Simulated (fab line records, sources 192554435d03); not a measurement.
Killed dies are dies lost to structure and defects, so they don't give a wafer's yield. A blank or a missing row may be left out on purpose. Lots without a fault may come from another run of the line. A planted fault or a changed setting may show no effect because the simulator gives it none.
fab line records | flow n5_finfet
record lots=11 wafers=32 last_day=18
route steps=1938 shown BEOL_M15@1806 MIM_BOT@1833 MIM_TOP@1835
lots that met no fault: from a run of the same line without faults
start_h: hours from the record's first day to the start of the lot's first wafer shown | wait_h: hours since the lot's step before | " the same as in the row above | L1.1+2: a row that stands for several wafers | - no value, or no start given | * or withheld: withheld | < > ~ a bound
route shown NAME@n: a module of which the file shows steps, and the number in the route of the first | usual: mean/standard deviation of fault-free wafers | same: alike in all rows | chamber/n: place in a boat | sites: the reading at each site | _std_site: their standard deviation | _edge_site: outer sites' mean less inner sites' | radius_mm: how far each site lies from the wafer's centre | mask NAME#n: copy n | behind: the tool/chamber that last shaped the wafer | hold: why the lot was held/for how many hours/how that ended | device: the transistor (n, p or np) that didn't switch | end of line: the same wafers' tests at the end of the route | a step without rows: its recipe alone | killed: dies lost to structure and defects at the first sort, not the wafer's yield | map: a wafer's dies, x killed, . not, _ none there
set.NAME: the setting as run; set.NAME@STEP: as run at that earlier step | model.NAME: the simulator's own value behind a step, which no gauge read
steps of the route over a sample of lots; a table a step, a row a wafer
services: from which hour (start_h, from the record's first day; less than 0 if before it) a tool's chamber was out of use, for how many hours, and why
## steps
# step N5_BEOL_M15_INSPECT_30
# recipe mode=adi inspect_instrument=macro
# usual raw_defect_count=2.0/1.6
# columns lot.wafer tool chamber start_h wait_h raw_defect_count
L806.1 defect_inspect-01 - 277.99 0.0 0
L806.4 " - " " 4
L806.5 " - " " 2
L805.3 defect_inspect-02 - 283.47 0.0 1
L805.5 " - " " 2
L807.1 defect_inspect-01 - 284.07 0.0 2
L807.3 " - " " 3
L807.5 " - " " 2
L810.1 defect_inspect-02 - 303.25 0.0 2
L810.3 " - " " 4
L810.6 " - " " 3
L814.1 defect_inspect-01 - 339.04 0.0 0
L814.3 " - " " 2
L814.6 " - " " 3
L821.1 defect_inspect-01 - 376.93 0.0 1
L821.2 " - " " 1
L821.5 " - " " 0
L820.2 defect_inspect-01 - 378.15 0.0 1
L820.5 " - " " 0
L820.6 " - " " 3
L822.3 defect_inspect-02 - 378.19 0.0 2
L822.4 " - " " 2
L822.6 " - " " 3
L823.3 defect_inspect-01 - 395.80 0.0 5
L823.4 " - " " 1
L823.5 " - " " 1
L826.1 defect_inspect-01 - 404.81 0.0 4
L826.3 " - " " 0
L826.6 " - " " 5
L825.2 defect_inspect-02 - 407.71 0.0 1
L825.3 " - " " 3
L825.4 " - " " 2
# step N5_BEOL_M15_STRIP_62
# recipe chemistry=O2 power_w=600 temp_c=60 pressure_mtorr=30 rf_frequency_hz=6e+07 bias_power_w=0 overash_fraction=0.3 o2_flow_sccm=225
# usual drypump_motor_current_A=5.5/0.39 o2_flow_sccm=224.9/0.63 oes_product_au=0.81/0.09 rf_vpp_V=3.7/0.49 showerhead_plenum_p_Torr=2.09/0.07 throttle_valve_pct=16.73/0.21
# columns lot.wafer tool chamber start_h wait_h drypump_motor_current_A o2_flow_sccm oes_product_au rf_hours_counter_h rf_vpp_V showerhead_plenum_p_Torr throttle_valve_pct
L806.1 rie_diel-02 3 - - 5.7 225.5 0.84 70 4.2 2.23 17.00
L806.4 " 0 " " 4.8 224.8 0.97 7 3.9 2.07 16.61
L806.5 " 0 " " 4.7 225.6 0.96 - 4.0 2.07 16.62
L805.3 rie_diel-06 0 - - 5.6 224.8 0.72 185 3.7 2.17 16.73
L805.5 " 1 " " 5.4 225.9 0.81 - 3.5 2.03 16.87
L807.1 rie_diel-02 3 - - 5.7 223.8 0.84 72 4.1 2.23 17.02
L807.3 " 1 " " 6.0 225.1 0.70 234 3.9 2.10 17.06
L807.5 " 2 " " 5.8 224.3 0.89 - 4.1 2.05 16.35
L810.1 rie_diel-02 2 - - 5.8 225.3 0.87 51 4.2 2.05 16.38
L810.3 " 0 " " 4.7 225.3 0.94 16 3.3 2.07 16.63
L810.6 " 1 " " 6.0 223.7 0.70 - 4.2 2.10 17.07
L814.1 rie_diel-02 0 - - 4.7 224.7 0.92 26 4.6 2.07 16.64
L814.3 " 3 " " 5.7 224.6 0.81 90 4.2 2.22 17.04
L814.6 " 0 " " 4.7 225.1 0.92 - 3.3 2.07 16.65
L821.1 rie_diel-02 3 - - 5.7 225.6 0.80 102 3.8 2.22 17.05
L821.2 " 0 " " 4.8 225.4 0.89 39 3.2 2.06 16.66
L821.5 " 1 " " 5.9 225.0 0.98 - 3.2 2.09 16.67
L820.2 rie_diel-04 0 - - 5.7 225.0 0.79 112 4.0 2.05 16.78
L820.5 " 1 " " 4.9 225.1 0.86 - 3.2 2.04 16.52
L820.6 " 0 " " 5.7 225.8 0.78 - 4.5 2.05 16.78
L822.3 rie_diel-02 1 - - 5.9 224.8 0.98 7 4.2 2.09 16.67
L822.4 " 2 " " 5.8 225.0 0.84 74 3.6 2.04 16.44
L822.6 " 3 " " 5.7 224.2 0.80 - 4.6 2.22 17.05
L823.3 rie_diel-04 0 - - 5.7 223.5 0.78 118 3.1 2.05 16.79
L823.4 " 0 " " 5.7 223.6 0.77 - 4.2 2.05 16.79
L823.5 " 3 " " 5.4 225.0 0.96 - 3.8 2.17 16.65
L826.1 rie_diel-02 0 - - 4.7 224.6 0.87 47 3.6 2.06 16.67
L826.3 " 3 " " 5.7 224.5 0.79 110 2.9 2.22 17.06
L826.6 " 0 " " 4.8 225.0 0.88 - 3.4 2.06 16.70
L825.2 rie_diel-06 1 - - 5.4 224.4 0.78 129 3.3 2.02 16.95
L825.3 " 2 " " 6.1 225.7 0.72 193 3.6 2.09 16.83
L825.4 " 3 " " 5.2 225.5 0.80 103 4.0 2.19 16.44
# step N5_MIM_BOT_SPUTTER_00
# recipe material=TiN target_thk_a=350 temp_c=200 power_w=3000 chamber_pressure_pa=0.49996 gas=Ar reactive_partial_pa=0.37997 time_s=89.7
# usual chamber_pressure_pa=0.5000/0.0011 substrate_temp_c=199.98/0.17 throttle_valve_pct=29.8/1
# same time_s=89.7
# columns lot.wafer tool chamber start_h wait_h chamber_pressure_pa substrate_temp_c throttle_valve_pct
L806.1 pvd_sputter-01 - 284.14 0.0 0.4998 199.94 29.6
L806.4 " - " " 0.4985 200.03 31.0
L806.5 " - " " 0.5013 199.96 30.0
L805.3 pvd_sputter-01 - 287.40 0.0 0.4996 200.06 31.1
L805.5 " - " " 0.5018 199.92 29.8
L807.1 pvd_sputter-02 - 289.86 0.0 0.4990 200.01 28.7
L807.3 " - " " 0.4974 199.87 29.9
L807.5 " - " " 0.5012 199.80 31.4
L810.1 pvd_sputter-01 - 306.76 0.0 0.4982 200.04 29.5
L810.3 " - " " 0.5191 200.05 29.3
L810.6 " - " " 0.5186 199.71 29.3
L814.1 pvd_sputter-01 - 344.01 0.0 0.4997 199.74 29.5
L814.3 " - " " 0.5216 199.70 29.3
L814.6 " - " " 0.4996 199.79 29.8
L821.1 pvd_sputter-03 - 383.32 0.0 0.5006 199.90 29.7
L821.2 " - " " 0.4972 199.80 31.9
L821.5 " - " " 0.5008 200.14 28.7
L820.2 pvd_sputter-03 - 383.44 0.0 0.4990 200.22 29.9
L820.5 " - " " 0.4996 200.11 28.5
L820.6 " - " " 0.5010 200.25 28.6
L822.3 pvd_sputter-03 - 388.45 0.0 0.4998 200.10 28.5
L822.4 " - " " 0.5014 200.06 28.5
L822.6 " - " " 0.5010 199.96 29.8
L823.3 pvd_sputter-03 - 400.93 0.0 0.4999 199.89 28.7
L823.4 " - " " 0.4995 200.17 32.0
L823.5 " - " " 0.4998 199.67 28.5
L826.1 pvd_sputter-01 - 408.53 0.0 0.5012 199.77 29.9
L826.3 " - " " 0.5008 199.86 29.9
L826.6 " - " " 0.4992 200.17 30.8
L825.2 pvd_sputter-03 - 413.12 0.0 0.5001 200.04 29.7
L825.3 " - " " 0.5030 200.12 28.3
L825.4 " - " " 0.5006 200.14 28.7
# step N5_MIM_TOP_ALD_01
# recipe material=HfO2 target_thk_a=56 temp_c=withheld ald_precursor_family=Hf-amide ald_co_reactant=O3 pulse_time_s=1 purge_time_s=3 co_reactant_purge_time_s=2 co_reactant_pulse_time_s=3 ald_cycles=62
# usual precursor_pulse_height_rel=1.001/0.02
# columns lot.wafer tool chamber start_h wait_h precursor_pulse_height_rel
L806.1 ald_hk-01 3 - - 1.007
L806.4 " 2 " " 1.018
L806.5 " 1 " " 0.996
L805.3 ald_hk-02 2 - - 0.989
L805.5 " 3 " " 1.005
L807.1 ald_hk-03 0 - - 1.018
L807.3 " 3 " " 0.988
L807.5 " 2 " " 1.002
L810.1 ald_hk-03 2 - - 0.996
L810.3 " 0 " " 0.985
L810.6 " 3 " " 0.996
L814.1 ald_hk-03 2 - - 1.007
L814.3 " 0 " " 0.996
L814.6 " 2 " " 1.013
L821.1 ald_hk-01 2 - - 0.979
L821.2 " 3 " " 0.999
L821.5 " 2 " " 0.977
L820.2 ald_hk-02 3 - - 1.017
L820.5 " 3 " " 0.995
L820.6 " 0 " " 1.027
L822.3 ald_hk-02 2 - - 1.022
L822.4 " 1 " " 0.984
L822.6 " 2 " " 1.009
L823.3 ald_hk-01 1 - - 0.973
L823.4 " 0 " " 0.998
L823.5 " 1 " " 1.008
L826.1 ald_hk-02 0 - - 1.005
L826.3 " 2 " " 1.011
L826.6 " 1 " " 1.033
L825.2 ald_hk-01 3 - - 1.006
L825.3 " 0 " " 0.975
L825.4 " 1 " " 1.025
## services
# columns tool chamber start_h hours kind
rie_diel-06 2 299.45 8.1 repair
ald_hk-02 - 312.49 0.5 repair
pvd_sputter-03 - 316.53 4.6 repair
rie_diel-06 0 337.05 4.8 repair
rie_diel-02 1 338.56 - clean
rie_diel-02 1 338.56 - consumable_replace:focus_ring
rie_diel-02 1 338.56 16.8 scheduled_down
rie_diel-02 1 338.56 16.8 vent_cycle
pvd_sputter-02 - 361.06 3.8 repair
rie_diel-04 3 361.23 - clean
rie_diel-04 3 361.23 - consumable_replace:focus_ring
rie_diel-04 2 388.56 11.7 repair
pvd_sputter-01 - 402.82 1.1 repair
rie_diel-04 2 413.21 6.7 repair
## key
first_sign step=N5_MIM_BOT_SPUTTER_00 reading=chamber_pressure_pa direction=up sigmas=18 usual=0.5000 struck=0.5198
effect none on later readings
met_at N5_MIM_BOT_SPUTTER_00
struck_lots L810,L814
struck_wafers L810.3,L810.6,L814.3
not_acting_at N5_BEOL_M15_INSPECT_30,N5_BEOL_M15_STRIP_62,N5_MIM_TOP_ALD_01
onset_between 284.14 306.76
fault kind=process_parameter_drift tool=pvd_sputter-01 chamber=- onset_h=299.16 steps=N5_MIM_BOT_SPUTTER_00 channel=chamber_pressure_pa offset=0.02081 shape=step end_h=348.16 acts_in=these_recipes_only stated=0.49996 scope=struck_wafers_only
